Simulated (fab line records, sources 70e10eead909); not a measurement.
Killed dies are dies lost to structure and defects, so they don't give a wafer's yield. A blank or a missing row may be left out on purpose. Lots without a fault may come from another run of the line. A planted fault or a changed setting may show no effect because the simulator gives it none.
fab line records | flow nand_harc
record lots=24 wafers=72 last_day=34
route steps=1302 shown A_CONTACT@1008
lots that met no fault: from a run of the same line without faults
start_h: hours from the record's first day to the start of the lot's first wafer shown | wait_h: hours since the lot's step before | " the same as in the row above | L1.1+2: a row that stands for several wafers | - no value, or no start given | * or withheld: withheld | < > ~ a bound
route shown NAME@n: a module of which the file shows steps, and the number in the route of the first | usual: mean/standard deviation of fault-free wafers | same: alike in all rows | chamber/n: place in a boat | sites: the reading at each site | _std_site: their standard deviation | _edge_site: outer sites' mean less inner sites' | radius_mm: how far each site lies from the wafer's centre | mask NAME#n: copy n | behind: the tool/chamber that last shaped the wafer | hold: why the lot was held/for how many hours/how that ended | device: the transistor (n, p or np) that didn't switch | end of line: the same wafers' tests at the end of the route | a step without rows: its recipe alone | killed: dies lost to structure and defects at the first sort, not the wafer's yield | map: a wafer's dies, x killed, . not, _ none there
set.NAME: the setting as run; set.NAME@STEP: as run at that earlier step | model.NAME: the simulator's own value behind a step, which no gauge read
steps of the route over a sample of lots; a table a step, a row a wafer
services: from which hour (start_h, from the record's first day; less than 0 if before it) a tool's chamber was out of use, for how many hours, and why
## steps
# step NHARC_A_CONTACT_ETCH_114
# recipe source_w=withheld pressure_mtorr=20 bias_v=3000 time_s=190 target_depth_a=18500 ar_flow_sccm=withheld c4f8_flow_sccm=withheld o2_flow_sccm=withheld chemistry=C4F8/O2/Ar
# columns lot.wafer tool chamber start_h wait_h rf_hours_counter_h
L076.2 har_cap_etch-03 0 492.82 0.1 39
L076.3 " 0 " " -
L076.6 " 1 " " -
L075.1 har_cap_etch-01 0 494.33 0.1 134
L075.4 " 0 " " -
L075.3 " 1 " " -
L074.2 har_cap_etch-02 0 506.02 0.1 85
L074.4 " 0 " " -
L074.3 " 1 " " -
L077.2 har_cap_etch-02 1 534.99 0.1 89
L077.3 " 0 " " -
L077.6 " 1 " " -
L078.1 har_cap_etch-01 1 537.75 0.1 2
L078.4 " 1 " " -
L078.5 " 0 " " -
L080.4 har_cap_etch-03 0 537.93 0.1 -
L080.3 " 1 " " -
L080.5 " 0 " " -
L079.1 har_cap_etch-02 0 553.36 0.1 93
L079.4 " 0 " " -
L079.6 " 1 " " -
L081.2 har_cap_etch-03 1 565.32 0.1 51
L081.3 " 0 " " -
L081.6 " 0 " " -
L082.1 har_cap_etch-03 0 583.48 0.1 53
L082.6 " 1 " " -
L082.5 " 0 " " -
L083.3 har_cap_etch-01 1 583.89 0.1 -
L083.4 " 0 " " -
L083.6 " 1 " " -
L084.4 har_cap_etch-03 0 590.63 0.1 -
L084.3 " 1 " " -
L084.6 " 1 " " -
L085.3 har_cap_etch-03 0 599.59 0.1 -
L085.5 " 1 " " -
L085.6 " 0 " " -
L086.2 har_cap_etch-03 1 616.14 0.1 61
L086.4 " 1 " " -
L086.6 " 0 " " -
L088.2 har_cap_etch-01 1 616.32 0.1 17
L088.3 " 0 " " -
L088.5 " 0 " " -
L089.2 har_cap_etch-02 0 620.47 0.2 105
L089.3 " 0 " " -
L089.4 " 1 " " -
L087.2 har_cap_etch-03 1 621.63 0.1 64
L087.5 " 1 " " -
L087.6 " 0 " " -
L091.2 har_cap_etch-03 1 642.65 0.1 68
L091.4 " 1 " " -
L091.5 " 1 " " -
L090.2 har_cap_etch-02 0 643.88 0.2 111
L090.1 " 1 " " 111
L090.3 " 1 " " -
L092.2 har_cap_etch-02 0 672.36 0.1 115
L092.4 " 1 " " -
L092.5 " 1 " " -
L093.2 har_cap_etch-01 1 673.19 0.1 28
L093.1 " 0 " " 28
L093.4 " 0 " " -
L094.1 har_cap_etch-02 1 697.16 0.1 119
L094.2 " 0 " " 119
L094.4 " 0 " " -
L095.2 har_cap_etch-01 1 700.66 0.1 32
L095.4 " 0 " " -
L095.5 " 1 " " -
L096.2 har_cap_etch-03 1 700.92 0.1 77
L096.4 " 1 " " -
L096.6 " 0 " " -
L097.2 har_cap_etch-02 1 726.56 0.1 124
L097.4 " 0 " " -
L097.6 " 0 " " -
# step NHARC_A_CONTACT_ETCH_115
# recipe source_w=withheld pressure_mtorr=20 bias_v=3000 time_s=190 target_depth_a=18500 ar_flow_sccm=withheld c4f8_flow_sccm=withheld o2_flow_sccm=withheld chemistry=C4F8/O2/Ar
# columns lot.wafer tool chamber start_h wait_h rf_hours_counter_h
L076.2 har_cap_etch-03 0 493.00 0.1 39
L076.3 " 0 " " -
L076.6 " 1 " " -
L075.1 har_cap_etch-01 0 494.50 0.1 134
L075.4 " 0 " " -
L075.3 " 1 " " -
L074.2 har_cap_etch-02 0 506.19 0.1 85
L074.4 " 0 " " -
L074.3 " 1 " " -
L077.2 har_cap_etch-02 1 535.16 0.1 89
L077.3 " 0 " " -
L077.6 " 1 " " -
L078.1 har_cap_etch-01 1 537.92 0.1 2
L078.4 " 1 " " -
L078.5 " 0 " " -
L080.4 har_cap_etch-03 0 538.11 0.1 -
L080.3 " 1 " " -
L080.5 " 0 " " -
L079.1 har_cap_etch-02 0 553.54 0.1 93
L079.4 " 0 " " -
L079.6 " 1 " " -
L081.2 har_cap_etch-03 1 565.49 0.1 51
L081.3 " 0 " " -
L081.6 " 0 " " -
L082.1 har_cap_etch-03 0 583.65 0.1 53
L082.6 " 1 " " -
L082.5 " 0 " " -
L083.3 har_cap_etch-01 1 584.06 0.1 -
L083.4 " 0 " " -
L083.6 " 1 " " -
L084.4 har_cap_etch-03 0 590.80 0.1 -
L084.3 " 1 " " -
L084.6 " 1 " " -
L085.3 har_cap_etch-03 0 599.76 0.1 -
L085.5 " 1 " " -
L085.6 " 0 " " -
L086.2 har_cap_etch-03 1 616.31 0.1 61
L086.4 " 1 " " -
L086.6 " 0 " " -
L088.2 har_cap_etch-01 1 616.49 0.1 18
L088.3 " 0 " " -
L088.5 " 0 " " -
L089.2 har_cap_etch-02 0 620.69 0.2 105
L089.3 " 0 " " -
L089.4 " 1 " " -
L087.2 har_cap_etch-03 1 621.80 0.1 64
L087.5 " 1 " " -
L087.6 " 0 " " -
L091.2 har_cap_etch-03 1 642.82 0.1 68
L091.4 " 1 " " -
L091.5 " 1 " " -
L090.2 har_cap_etch-02 0 644.10 0.2 111
L090.1 " 1 " " 111
L090.3 " 1 " " -
L092.2 har_cap_etch-02 0 672.53 0.1 115
L092.4 " 1 " " -
L092.5 " 1 " " -
L093.2 har_cap_etch-01 1 673.36 0.1 28
L093.1 " 0 " " 28
L093.4 " 0 " " -
L094.1 har_cap_etch-02 1 697.33 0.1 119
L094.2 " 0 " " 119
L094.4 " 0 " " -
L095.2 har_cap_etch-01 1 700.83 0.1 32
L095.4 " 0 " " -
L095.5 " 1 " " -
L096.2 har_cap_etch-03 1 701.09 0.1 78
L096.4 " 1 " " -
L096.6 " 0 " " -
L097.2 har_cap_etch-02 1 726.73 0.1 124
L097.4 " 0 " " -
L097.6 " 0 " " -
# step NHARC_A_CONTACT_ETCH_123
# recipe source_w=withheld pressure_mtorr=20 bias_v=400 time_s=490 target_depth_a=21100 ar_flow_sccm=withheld c4f8_flow_sccm=11.5 o2_flow_sccm=7.2 chemistry=C4F8/O2/Ar
# columns lot.wafer tool chamber start_h wait_h rf_hours_counter_h
L076.2 har_cap_etch-03 0 494.42 0.2 40
L076.3 " 0 " " -
L076.6 " 1 " " -
L075.1 har_cap_etch-01 0 495.87 0.1 135
L075.4 " 0 " " -
L075.3 " 1 " " -
L074.2 har_cap_etch-02 0 507.56 0.1 87
L074.4 " 0 " " -
L074.3 " 1 " " -
L077.2 har_cap_etch-02 1 536.53 0.1 90
L077.3 " 0 " " -
L077.6 " 1 " " -
L078.1 har_cap_etch-01 1 539.34 0.2 4
L078.4 " 1 " " -
L078.5 " 0 " " -
L080.4 har_cap_etch-03 0 539.59 0.3 -
L080.3 " 1 " " -
L080.5 " 0 " " -
L079.1 har_cap_etch-02 0 554.96 0.2 94
L079.4 " 0 " " -
L079.6 " 1 " " -
L081.2 har_cap_etch-03 1 566.86 0.1 52
L081.3 " 0 " " -
L081.6 " 0 " " -
L082.1 har_cap_etch-03 0 585.08 0.2 54
L082.6 " 1 " " -
L082.5 " 0 " " -
L083.3 har_cap_etch-01 1 585.55 0.3 -
L083.4 " 0 " " -
L083.6 " 1 " " -
L084.4 har_cap_etch-03 0 592.28 0.3 -
L084.3 " 1 " " -
L084.6 " 1 " " -
L085.3 har_cap_etch-03 0 601.30 0.3 -
L085.5 " 1 " " -
L085.6 " 0 " " -
L086.2 har_cap_etch-03 1 617.68 0.1 63
L086.4 " 1 " " -
L086.6 " 0 " " -
L088.2 har_cap_etch-01 1 617.92 0.2 19
L088.3 " 0 " " -
L088.5 " 0 " " -
L089.2 har_cap_etch-02 0 622.51 0.2 106
L089.3 " 0 " " -
L089.4 " 1 " " -
L087.2 har_cap_etch-03 1 623.16 0.1 65
L087.5 " 1 " " -
L087.6 " 0 " " -
L091.2 har_cap_etch-03 1 644.18 0.1 69
L091.4 " 1 " " -
L091.5 " 1 " " -
L090.2 har_cap_etch-02 0 645.91 0.2 112
L090.1 " 1 " " 112
L090.3 " 1 " " -
L092.2 har_cap_etch-02 0 673.95 0.2 116
L092.4 " 1 " " -
L092.5 " 1 " " -
L093.2 har_cap_etch-01 1 674.74 0.1 30
L093.1 " 0 " " 30
L093.4 " 0 " " -
L094.1 har_cap_etch-02 1 698.70 0.1 120
L094.2 " 0 " " 120
L094.4 " 0 " " -
L095.2 har_cap_etch-01 1 702.20 0.1 33
L095.4 " 0 " " -
L095.5 " 1 " " -
L096.2 har_cap_etch-03 1 702.46 0.1 79
L096.4 " 1 " " -
L096.6 " 0 " " -
L097.2 har_cap_etch-02 1 728.16 0.2 126
L097.4 " 0 " " -
L097.6 " 0 " " -
# step NHARC_A_CONTACT_ETCH_90
# recipe target_depth_a=400 over_etch_frac=0.5 time_s=85.7 ion_energy_ev=120 ch3f_flow_sccm=50 o2_flow_sccm=30 ar_flow_sccm=200 rf_w=500 bias_w=100 chemistry=CH3F/O2
# usual drypump_motor_current_A=6.10/0.26 oes_product_au=0.96/0.036 rf_vpp_V=245.1/2.2 showerhead_plenum_p_Torr=2.51/0.15 throttle_valve_pct=20.664/0.01
# columns lot.wafer tool chamber start_h wait_h drypump_motor_current_A oes_product_au rf_hours_counter_h rf_vpp_V showerhead_plenum_p_Torr throttle_valve_pct
L076.2 rie_diel-07 1 495.34 0.8 5.72 1.00 3 241.2 2.31 20.654
L076.3 " 2 " " 5.93 1.01 3 243.2 2.41 20.656
L076.6 " 0 " " 6.12 1.01 - 246.3 2.66 20.671
L075.4 rie_diel-02 0 496.86 0.7 6.25 0.93 19 246.6 2.65 20.667
L075.3 " 1 " " 6.01 0.93 20 245.2 2.64 20.641
L075.1 " 2 " " 6.39 0.94 18 246.5 2.56 20.653
L074.4 rie_diel-02 3 508.53 0.7 5.60 1.02 6 242.2 2.29 20.648
L074.2 " 1 " " 6.04 1.00 21 247.1 2.64 20.664
L074.3 " 2 " " 6.38 1.00 19 245.7 2.56 20.647
L077.3 rie_diel-02 3 537.51 0.6 5.62 0.94 10 241.2 2.29 20.666
L077.2 " 2 " " 6.40 0.94 26 244.8 2.56 20.670
L077.6 " 3 " " 5.62 0.93 - 242.3 2.29 20.662
L078.1 rie_diel-02 1 540.27 0.8 6.01 0.94 27 248.5 2.64 20.660
L078.4 " 2 " " 6.42 0.94 26 246.8 2.55 20.656
L078.5 " 3 " " 5.61 0.95 - 242.2 2.29 20.670
L080.4 rie_diel-02 0 540.39 0.7 6.26 0.99 25 246.7 2.65 20.656
L080.3 " 2 " " 6.40 1.02 26 245.8 2.56 20.664
L080.5 " 1 " " 6.02 1.02 - 248.8 2.64 20.671
L079.4 rie_diel-13 3 555.85 0.6 6.09 0.93 7 244.1 2.31 20.669
L079.1 " 1 " " 6.43 0.93 6 246.0 2.54 20.658
L079.6 " 0 " " 6.48 0.94 - 243.9 2.32 20.660
L081.2 rie_diel-07 1 567.83 0.9 5.71 0.99 35 240.8 2.30 20.662
L081.3 " 0 " " 6.10 1.00 37 246.2 2.65 20.650
L081.6 " 0 " " 6.09 0.99 - 247.1 2.65 20.675
L082.1 rie_diel-02 0 585.97 0.8 6.24 0.94 2 245.6 2.65 20.663
L082.5 " 0 " " 6.25 0.93 - 246.8 2.65 20.660
L082.6 " 1 " " 6.05 0.92 - 247.1 2.64 20.675
L083.4 rie_diel-07 0 586.37 0.6 6.07 1.00 42 248.0 2.64 20.658
L083.3 " 2 " " 5.97 1.01 13 243.0 2.41 20.647
L083.6 " 3 " " 6.16 1.00 - 245.9 2.57 20.675
L084.4 rie_diel-02 1 593.08 0.7 6.00 0.93 4 246.8 2.63 20.674
L084.3 " 0 " " 6.22 0.93 4 246.8 2.65 20.675
L084.6 " 2 " " 6.37 0.93 - 248.9 2.55 20.658
L085.3 rie_diel-02 0 602.04 0.6 6.21 1.01 6 246.6 2.65 20.656
L085.5 " 3 " " 5.59 1.01 - 243.1 2.28 20.659
L085.6 " 0 " " 6.23 1.01 - 246.5 2.65 20.665
L086.4 rie_diel-13 1 618.66 0.7 6.41 0.93 29 244.8 2.53 20.673
L086.2 " 2 " " 6.27 0.92 26 247.0 2.63 20.667
L086.6 " 1 " " 6.42 0.93 - 246.1 2.53 20.654
L088.2 rie_diel-13 2 618.82 0.8 6.27 0.93 26 246.3 2.63 20.667
L088.3 " 3 " " 6.08 0.93 26 241.8 2.30 20.637
L088.5 " 2 " " 6.29 0.93 - 247.8 2.63 20.671
L089.3 rie_diel-13 3 623.67 0.8 6.03 0.90 28 240.1 2.30 20.669
L089.4 " 0 " " 6.45 0.92 31 243.4 2.31 20.671
L089.2 " 1 " " 6.41 0.93 31 247.1 2.53 20.641
L087.2 rie_diel-13 1 624.17 0.9 6.43 0.92 31 244.3 2.53 20.640
L087.6 " 2 " " 6.24 0.94 - 247.2 2.63 20.666
L087.5 " 3 " " 6.09 0.92 - 241.1 2.30 20.667
L091.4 rie_diel-02 0 645.17 0.7 6.23 1.00 15 245.6 2.64 20.651
L091.2 " 1 " " 6.04 1.00 14 246.6 2.63 20.682
L091.5 " 3 " " 5.62 1.00 - 241.0 2.28 20.656
L090.2 rie_diel-02 1 647.07 1.0 6.04 0.99 14 246.7 2.63 20.678
L090.1 " 2 " " 6.39 1.01 14 245.5 2.55 20.677
L090.3 " 3 " " 5.59 1.02 14 240.3 2.28 20.645
L092.2 rie_diel-02 2 674.86 0.8 6.40 0.93 19 244.6 2.55 20.657
L092.4 " 0 " " 6.19 0.93 21 246.9 2.64 20.673
L092.5 " 2 " " 6.37 0.93 - 246.0 2.55 20.678
L093.4 rie_diel-07 3 675.71 0.6 6.16 1.00 4 244.8 2.56 20.666
L093.2 " 0 " " 6.09 1.00 6 246.7 2.63 20.669
L093.1 " 2 " " 5.98 1.02 4 242.5 2.40 20.664
L094.1 rie_diel-02 1 699.69 0.9 6.02 0.93 24 246.5 2.63 20.662
L094.4 " 2 " " 6.41 0.95 22 246.3 2.54 20.666
L094.2 " 3 " " 5.62 0.94 23 240.5 2.28 20.676
L095.2 rie_diel-02 2 703.19 0.9 6.39 0.93 23 245.0 2.54 20.675
L095.4 " 0 " " 6.22 0.93 25 247.8 2.64 20.671
L095.5 " 2 " " 6.41 0.94 - 246.7 2.54 20.680
L096.4 rie_diel-07 3 703.45 0.7 6.14 0.93 18 245.1 2.56 20.656
L096.2 " 0 " " 6.12 0.93 16 248.2 2.63 20.678
L096.6 " 3 " " 6.15 0.93 - 245.2 2.56 20.668
L097.2 rie_diel-02 0 729.05 0.8 6.21 0.93 28 247.1 2.64 20.679
L097.4 " 2 " " 6.36 0.94 28 245.1 2.54 20.657
L097.6 " 0 " " 6.23 0.94 - 247.6 2.64 20.674
# step NHARC_A_CONTACT_ETCH_75
# recipe target_depth_a=390 over_etch_frac=0.3 time_s=65 ion_energy_ev=80 cf4_flow_sccm=150 ar_flow_sccm=0 rf_w=300 bias_w=100 chemistry=CF4
# usual drypump_motor_current_A=6.08/0.26 oes_product_au=1.003/0.0076 rf_vpp_V=151.8/1.3 showerhead_plenum_p_Torr=1.81/0.1 throttle_valve_pct=13.285/0.0087
# columns lot.wafer tool chamber start_h wait_h drypump_motor_current_A oes_product_au rf_hours_counter_h rf_vpp_V showerhead_plenum_p_Torr throttle_valve_pct
L076.3 rie_diel-02 3 502.00 0.1 5.61 1.017 5 149.8 1.65 13.272
L076.2 " 0 " " 6.21 0.987 19 153.0 1.90 13.287
L076.6 " 2 " " 6.40 1.013 - 153.3 1.84 13.287
L075.4 rie_diel-13 0 502.75 0.1 6.42 0.996 46 149.9 1.68 13.290
L075.3 " 1 " " 6.43 1.006 46 152.0 1.83 13.287
L075.1 " 3 " " 6.07 1.017 44 151.1 1.67 13.281
L074.4 rie_diel-02 0 513.99 0.1 6.22 0.983 22 152.3 1.90 13.272
L074.2 " 1 " " 6.03 0.992 23 150.4 1.89 13.285
L074.3 " 2 " " 6.37 1.011 21 152.9 1.84 13.286
L077.2 rie_diel-02 0 542.95 0.1 6.20 0.997 25 153.2 1.90 13.276
L077.3 " 2 " " 6.38 1.015 26 151.6 1.84 13.281
L077.6 " 1 " " 6.02 0.997 - 152.1 1.89 13.283
L078.1 rie_diel-02 2 545.63 0.1 6.36 1.012 27 153.0 1.84 13.273
L078.4 " 0 " " 6.23 1.001 26 152.4 1.90 13.272
L078.5 " 2 " " 6.39 1.011 - 150.8 1.83 13.272
L080.3 rie_diel-07 0 545.84 0.1 6.12 0.995 26 153.0 1.90 13.287
L080.5 " 3 " " 6.13 0.986 - 153.1 1.85 13.276
L080.4 " 0 " " 6.07 0.999 - 153.3 1.90 13.287
L079.4 rie_diel-02 2 563.00 0.1 6.37 1.005 29 152.0 1.83 13.266
L079.1 " 0 " " 6.24 1.013 28 152.2 1.90 13.283
L079.6 " 1 " " 6.01 0.992 - 153.3 1.89 13.274
L081.3 rie_diel-13 2 573.18 0.1 6.23 0.996 12 152.8 1.89 13.280
L081.2 " 0 " " 6.44 1.001 14 151.2 1.67 13.287
L081.6 " 3 " " 6.10 0.998 - 150.0 1.66 13.282
L082.1 rie_diel-02 2 591.44 0.1 6.38 0.997 3 152.5 1.83 13.296
L082.6 " 2 " " 6.40 1.006 - 152.0 1.83 13.272
L082.5 " 3 " " 5.62 0.999 - 149.3 1.65 13.292
L083.4 rie_diel-02 1 592.67 0.1 5.97 1.013 4 153.0 1.89 13.295
L083.3 " 2 " " 6.41 1.007 3 151.0 1.83 13.281
L083.6 " 1 " " 6.01 0.997 - 152.1 1.89 13.285
L084.3 rie_diel-02 0 598.52 0.1 6.20 1.000 5 153.7 1.90 13.276
L084.4 " 1 " " 6.03 1.000 5 154.1 1.89 13.287
L084.6 " 0 " " 6.23 1.009 - 152.1 1.90 13.286
L085.3 rie_diel-02 2 607.43 0.1 6.37 1.009 6 152.2 1.83 13.307
L085.6 " 1 " " 6.00 0.993 - 152.8 1.89 13.283
L085.5 " 2 " " 6.38 1.011 - 153.1 1.83 13.288
L086.4 rie_diel-02 1 631.76 0.1 6.02 1.017 10 152.9 1.89 13.283
L086.2 " 3 " " 5.60 1.018 11 150.5 1.65 13.295
L086.6 " 1 " " 6.00 1.008 - 153.3 1.89 13.277
L088.3 rie_diel-07 3 632.44 0.1 6.14 0.990 57 152.8 1.84 13.286
L088.2 " 0 " " 6.10 1.001 55 153.9 1.89 13.298
L088.5 " 3 " " 6.12 0.996 - 151.3 1.84 13.285
L089.2 rie_diel-02 0 635.09 0.1 6.15 1.006 12 152.8 1.90 13.290
L089.3 " 2 " " 6.39 1.003 11 151.4 1.83 13.292
L089.4 " 2 " " 6.38 0.997 - 151.9 1.83 13.298
L087.2 rie_diel-07 2 635.24 0.1 5.98 1.000 26 150.0 1.73 13.268
L087.6 " 0 " " 6.08 0.996 - 151.7 1.89 13.280
L087.5 " 1 " " 5.72 0.995 - 149.6 1.65 13.286
L091.4 rie_diel-02 2 650.72 0.1 6.33 1.009 14 151.7 1.83 13.292
L091.2 " 1 " " 5.99 0.999 15 152.5 1.89 13.294
L091.5 " 3 " " 5.64 1.004 - 149.7 1.64 13.291
L090.3 rie_diel-02 0 652.53 0.1 6.20 1.011 16 152.8 1.90 13.299
L090.1 " 1 " " 6.01 1.007 15 151.9 1.89 13.281
L090.2 " 2 " " 6.37 1.003 15 152.9 1.83 13.278
L092.4 rie_diel-07 3 681.24 0.1 6.14 1.000 5 152.9 1.84 13.280
L092.2 " 1 " " 5.72 0.996 7 150.7 1.65 13.293
L092.5 " 2 " " 5.95 1.011 - 151.6 1.73 13.283
L093.2 rie_diel-02 0 682.12 0.1 6.21 1.008 21 153.4 1.89 13.269
L093.1 " 2 " " 6.40 1.003 19 152.2 1.83 13.297
L093.4 " 3 " " 5.60 1.012 19 151.5 1.64 13.282
L094.2 rie_diel-02 0 705.02 0.1 6.22 1.006 25 153.3 1.89 13.295
L094.1 " 1 " " 6.05 0.996 24 152.8 1.88 13.291
L094.4 " 2 " " 6.39 1.009 23 150.5 1.83 13.280
L095.2 rie_diel-13 2 710.30 0.1 6.25 1.000 1 152.7 1.88 13.281
L095.4 " 0 " " 6.49 0.995 1 150.9 1.66 13.294
L095.5 " 2 " " 6.26 0.980 - 151.5 1.88 13.297
L096.4 rie_diel-02 3 711.13 0.1 5.58 1.007 24 149.3 1.64 13.274
L096.2 " 1 " " 6.02 0.997 25 152.7 1.88 13.280
L096.6 " 0 " " 6.23 1.001 - 152.6 1.89 13.286
L097.2 rie_diel-02 1 734.49 0.1 6.03 0.989 28 152.3 1.88 13.302
L097.4 " 3 " " 5.64 1.005 29 149.3 1.64 13.269
L097.6 " 1 " " 6.01 1.006 - 151.9 1.88 13.274
# step NHARC_A_CONTACT_ETCH_126
# recipe source_w=withheld pressure_mtorr=20 bias_v=3000 time_s=197 target_depth_a=19180 ar_flow_sccm=withheld c4f8_flow_sccm=withheld o2_flow_sccm=withheld chemistry=C4F8/O2/Ar
# columns lot.wafer tool chamber start_h wait_h rf_hours_counter_h
L076.2 har_cap_etch-02 1 503.83 0.1 83
L076.3 " 0 " " -
L076.6 " 0 " " -
L075.1 har_cap_etch-03 1 504.77 0.1 41
L075.3 " 1 " " -
L075.4 " 0 " " -
L074.2 har_cap_etch-01 1 515.98 0.2 0
L074.4 " 0 " " -
L074.3 " 1 " " -
L077.2 har_cap_etch-02 1 544.82 0.1 91
L077.3 " 1 " " -
L077.6 " 1 " " -
L078.1 har_cap_etch-01 1 547.46 0.1 4
L078.4 " 0 " " -
L078.5 " 1 " " -
L080.3 har_cap_etch-03 1 548.01 0.1 -
L080.4 " 0 " " -
L080.5 " 0 " " -
L079.1 har_cap_etch-02 0 564.83 0.1 95
L079.4 " 0 " " -
L079.6 " 0 " " -
L081.2 har_cap_etch-02 0 575.04 0.1 97
L081.3 " 1 " " -
L081.6 " 1 " " -
L082.1 har_cap_etch-01 1 593.30 0.1 12
L082.6 " 0 " " -
L082.5 " 1 " " -
L083.4 har_cap_etch-02 0 594.62 0.1 -
L083.3 " 1 " " -
L083.6 " 1 " " -
L084.4 har_cap_etch-01 1 600.41 0.1 -
L084.3 " 0 " " -
L084.6 " 1 " " -
L085.3 har_cap_etch-02 1 609.56 0.2 -
L085.6 " 1 " " -
L085.5 " 0 " " -
L086.2 har_cap_etch-02 0 633.64 0.1 107
L086.4 " 1 " " -
L086.6 " 0 " " -
L088.2 har_cap_etch-03 0 634.30 0.1 66
L088.3 " 1 " " -
L088.5 " 0 " " -
L087.2 har_cap_etch-01 1 637.07 0.1 21
L087.5 " 0 " " -
L087.6 " 1 " " -
L089.2 har_cap_etch-02 1 637.23 0.1 109
L089.3 " 1 " " -
L089.4 " 0 " " -
L091.2 har_cap_etch-03 0 652.59 0.1 71
L091.4 " 1 " " -
L091.5 " 1 " " -
L090.1 har_cap_etch-02 0 654.86 0.2 113
L090.2 " 1 " " 113
L090.3 " 1 " " -
L092.2 har_cap_etch-03 0 683.43 0.1 74
L092.4 " 0 " " -
L092.5 " 0 " " -
L093.2 har_cap_etch-02 1 683.97 0.1 117
L093.1 " 0 " " 117
L093.4 " 0 " " -
L094.1 har_cap_etch-02 0 706.84 0.1 121
L094.2 " 1 " " 121
L094.4 " 1 " " -
L095.2 har_cap_etch-01 0 712.16 0.1 34
L095.4 " 0 " " -
L095.5 " 1 " " -
L096.2 har_cap_etch-03 0 713.07 0.1 80
L096.4 " 0 " " -
L096.6 " 1 " " -
L097.2 har_cap_etch-03 0 736.34 0.1 83
L097.4 " 0 " " -
L097.6 " 0 " " -
## services
# columns tool chamber start_h hours kind
rie_diel-07 - 471.39 9.0 pm
rie_diel-02 0 476.20 - clean
rie_diel-02 1 476.20 - clean
rie_diel-02 2 476.20 - clean
rie_diel-02 3 476.20 - clean
rie_diel-07 1 497.00 2.0 repair
har_cap_etch-01 - 497.00 17.0 pm
rie_diel-02 0 500.70 - clean
rie_diel-02 1 500.70 - clean
rie_diel-02 2 500.70 - clean
rie_diel-02 3 500.70 - clean
rie_diel-07 2 505.24 65.9 repair
rie_diel-02 3 520.28 9.4 repair
rie_diel-13 - 521.21 9.0 pm
rie_diel-02 0 525.20 - clean
rie_diel-02 - 570.70 9.0 pm
rie_diel-13 - 597.85 0.8 repair
rie_diel-07 0 619.56 4.4 repair
rie_diel-02 3 633.45 5.0 repair
rie_diel-07 - 648.39 9.0 pm
rie_diel-02 - 668.68 1.2 repair
rie_diel-07 - 674.05 0.3 repair
rie_diel-07 0 691.05 7.6 repair
rie_diel-13 - 698.21 9.0 pm
## key
fault none
